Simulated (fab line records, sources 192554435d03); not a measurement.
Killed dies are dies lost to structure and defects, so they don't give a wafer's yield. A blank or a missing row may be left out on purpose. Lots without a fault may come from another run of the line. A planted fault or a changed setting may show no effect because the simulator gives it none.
Split-lot experiment | flow n5_finfet | 7 lots, 39 wafers read, on a route of 1938 steps

THE SPLIT
At N5_BEOL_M9_CVD_78 (deposits Co from CCTBA/H2, target thk 2 nm, time 138.9 s), the setting target_thk_a was moved away from the recipe's 20 angstrom on 18 of the 39 wafers read, by -46.9% to +59.7%. The other wafers ran this setting at the recipe's value.

The reading is taken at the split's own step.

THE READING
Co_of_BEOL_M9_CVD_78.thk_nm (the simulator's own value, which no gauge read), in nm, at N5_BEOL_M9_CVD_78 (deposits Co from CCTBA/H2, target thk 2 nm, time 138.9 s). The file gives no usual value for it. The 21 wafers here that ran the recipe average 2.1 nm, standard deviation 0.11 nm.

wafer  | tool, chamber at the split | target_thk_a as run, angstrom | against the recipe | Co_of_BEOL_M9_CVD_78.thk_nm, nm | against lot-mates on the recipe
L074.1 | cvd_co-01, 1               | 20                            | recipe             | 2                               | -
L074.2 | cvd_co-01, 2,1,0           | 25.08                         | +25.4%             | 2.6                             | +0.5
L074.5 | cvd_co-01, 2,1,0           | 25.08                         | +25.4%             | 2.6                             | +0.5
L074.6 | cvd_co-01, 2,1,0           | 25.08                         | +25.4%             | 2.6                             | +0.5
L074.3 | cvd_co-01, 0,2             | 20                            | recipe             | 2.2                             | -
L074.4 | cvd_co-01, 0,2             | 20                            | recipe             | 2.2                             | -
L076.1 | cvd_co-02, 0,1,0           | 31.93                         | +59.7%             | 3.4                             | +1.3
L076.3 | cvd_co-02, 0,1,0           | 31.93                         | +59.7%             | 3.4                             | +1.3
L076.6 | cvd_co-02, 0,1,0           | 31.93                         | +59.7%             | 3.4                             | +1.3
L076.2 | cvd_co-02, 2               | 20                            | recipe             | 2                               | -
L076.4 | cvd_co-02, 2               | 20                            | recipe             | 2                               | -
L076.5 | cvd_co-02, 1               | 20                            | recipe             | 2.2                             | -
L078.1 | cvd_co-01, 0,2             | 31.6                          | +58.0%             | 3                               | +1.1
L078.3 | cvd_co-01, 0,2             | 31.6                          | +58.0%             | 3                               | +1.1
L078.2 | cvd_co-01, 1               | 20                            | recipe             | 1.8                             | -
L078.4 | cvd_co-01, 0               | 31.6                          | +58.0%             | 3.2                             | +1.3
L078.5 | cvd_co-01, 1,2             | 20                            | recipe             | 2                               | -
L078.6 | cvd_co-01, 1,2             | 20                            | recipe             | 2                               | -
L079.1 | cvd_co-01, 2,1             | 20                            | recipe             | 2                               | -
L079.5 | cvd_co-01, 2,1             | 20                            | recipe             | 2                               | -
L079.2 | cvd_co-01, 0,1             | 14.88                         | -25.6%             | 1.6                             | -0.5
L079.3 | cvd_co-01, 0,1             | 14.88                         | -25.6%             | 1.6                             | -0.5
L079.4 | cvd_co-01, 2               | 14.88                         | -25.6%             | 1.4                             | -0.7
L079.6 | cvd_co-01, 0               | 20                            | recipe             | 2.2                             | -
L091.1 | cvd_co-02, 0               | 14                            | -30.0%             | 1.6                             | -0.5
L091.2 | cvd_co-02, 1               | 20                            | recipe             | 2.2                             | -
L091.3 | cvd_co-02, 2,1             | 20                            | recipe             | 2                               | -
L091.5 | cvd_co-02, 2,1             | 20                            | recipe             | 2                               | -
L091.4 | cvd_co-02, 2,0             | 14                            | -30.0%             | 1.4                             | -0.7
L091.6 | cvd_co-02, 2,0             | 14                            | -30.0%             | 1.4                             | -0.7
L094.1 | cvd_co-01, 1,0             | 10.62                         | -46.9%             | 1.2                             | -0.9
L094.5 | cvd_co-01, 1,0             | 10.62                         | -46.9%             | 1.2                             | -0.9
L094.2 | cvd_co-01, 2,1             | 20                            | recipe             | 2.2                             | -
L094.6 | cvd_co-01, 2,1             | 20                            | recipe             | 2.2                             | -
L094.3 | cvd_co-01, 0               | 10.62                         | -46.9%             | 1                               | -1.1
L094.4 | cvd_co-01, 2               | 20                            | recipe             | 2                               | -
L097.2 | cvd_co-01, 2               | 20                            | recipe             | 2                               | -
L097.5 | cvd_co-01, 2               | 20                            | recipe             | 2                               | -
L097.3 | cvd_co-01, 0               | 20                            | recipe             | 2.2                             | -
Where a row lists several chambers, the file gives one row for several wafers and doesn't say which wafer went through which chamber.

THE FIT
A straight line over all 39 wafers: Co_of_BEOL_M9_CVD_78.thk_nm changes by +0.02 nm for each +1% of target_thk_a; r = +0.98; the points scatter about the line by 0.12 nm.
The same after taking each lot's own level away (the mean of its wafers on the recipe; 39 wafers): +0.0208 nm for each +1%; r = +0.99; scatter 0.097 nm.
On that fit, the largest move of target_thk_a shifts the reading by 1.2 nm.
The lots' own levels span 1.93 to 2.13 nm, that is 1.8 times the standard deviation above.
So the lot-to-lot level changes the slope little: the two slopes agree.
Check: with one of the wafers moved furthest among these (+59.7%) left out of the fit, the line predicts +1.23 nm for it against its lot-mates. It came out at +1.33 nm against them.

OTHER SPLITS ON THESE WAFERS
These wafers also went through other splits before the reading. Each is held against what the fit with the lots' levels taken away leaves over:
other split on the same wafers                 | wafers away from the commonest value | r with Co_of_BEOL_M9_CVD_78.thk_nm (lot level and that fit taken away)
N5_PMOS_HMC_CHANNEL_EPI_HM_DEP_34 target_thk_a | 12                                   | +0.16
N5_FIN_CUT_CUT_ETCH_26 target_depth_a          | 15                                   | +0.10
N5_SDB_ALD_29 ald_cycles                       | 12                                   | +0.00
N5_MOL_CONTACT_COAG_ETCH_91 target_depth_a     | 15                                   | -0.23
N5_MOL_CONTACT_COAG_ALD_133 ald_cycles         | 18                                   | -0.20
N5_BEOL_M2_ETCHBACK_99 target_depth_a          | 12                                   | -0.12
N5_BEOL_M3_ALD_84 ald_cycles                   | 15                                   | +0.07
N5_BEOL_M5_ILD_DEP_00 target_thk_a             | 12                                   | +0.16

THE FILE'S OWN FIT
Co_of_BEOL_M9_CVD_78.thk_nm changes by +0.0208 nm for each +1% of target_thk_a, r = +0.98.
